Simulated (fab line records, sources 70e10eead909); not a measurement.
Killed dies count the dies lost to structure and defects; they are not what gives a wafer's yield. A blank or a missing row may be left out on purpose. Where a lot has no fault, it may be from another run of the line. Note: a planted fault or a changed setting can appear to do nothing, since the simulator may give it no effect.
Code-filled problem report in 8D (eight disciplines) form / flow nand harc / the parts of the form that need people (team, actions taken, sign-off) are left out

1. THE PROBLEM
At NHARC_P_M0_OVL_MEAS_10, overlay x nm averages 22.6 nm over 6 wafers from 2 lots, while fault-free wafers read -0.2 nm, standard deviation 0.81. That is +28 standard deviations from the usual mean.
The step: pitch 180 nm.
Seen first at day 14 01:52 on overlay-01, wafer L342.1. The record holds 39 wafers of 13 lots with a number at this step. Rule for "out", or "out of limits": more than 4 standard deviations from the usual mean. The other wafers with a number count as sound.

2. WHAT IT IS, AND WHAT IT ISN'T
question=which readings at this step; is=overlay x nm; is not=overlay y nm
question=which lots; is=L342, L345; is not=L323, L325, L326, L328, L330, L331, L332, L333, L334, L335, L336
question=which wafers of those lots; is=all that have a number; is not=-
question=read on which gauges; is=overlay-01, overlay-02; is not=-
question=when; is=from day 14 01:52; is not=up to then (33 sound wafers)

3. SUSPECTS, AND WHAT RULES EACH OUT
Counting: any tool at a process step up to the reading is kept as a suspect provided that every lot that is out went through it and no sound lot did after the first of them.
- ruled out: the gauge at NHARC_P_M0_OVL_MEAS_10. 2 gauges (overlay-01, overlay-02) read the wafers that are out.
- arfi scanner-03 at NHARC_P_M0_EXPOSE_06 (exposes mask P M0, target cd 90 nm): kept. Every lot that is out went through it, starting with L342 (day 14 01:38), and after that it ran no sound lot; the last sound lot it ran before then is L336 (day 11 07:41).
The count leaves arfi scanner-03 at NHARC_P_M0_EXPOSE_06.

4. THE CAUSE (what the simulator had put in)
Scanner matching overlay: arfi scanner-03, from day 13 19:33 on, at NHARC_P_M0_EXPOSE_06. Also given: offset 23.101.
This tool alone remained once counting was done.

5. THE CHAIN OF EFFECTS, in route order
One row per reading whose mean, taken over the struck wafers that have a number, lies over 3 standard deviations from the usual. Only readings for which the record gives a usual standard deviation are gone through. hours: the time from each lot's start at the first step in this table that gives one to its start at this step, as a median over the lots. sigmas: the change in usual standard deviations.
hours=0; step=NHARC_P_M0_OVL_MEAS_10; reading=overlay x nm; usual=-0.2 nm; on struck wafers=22.6; change=+22.8; sigmas=+28

6. WHAT WOULD HAVE CAUGHT IT SOONER
In this record the first reading out of limits at a measuring or inspecting step was taken at day 14 01:52, 6 hours after the fault began at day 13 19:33.
Lots out: 2; of these, L345 started NHARC_P_M0_EXPOSE_06 on arfi scanner-03 after day 14 01:52. A hold on the tool at that time would have spared it.
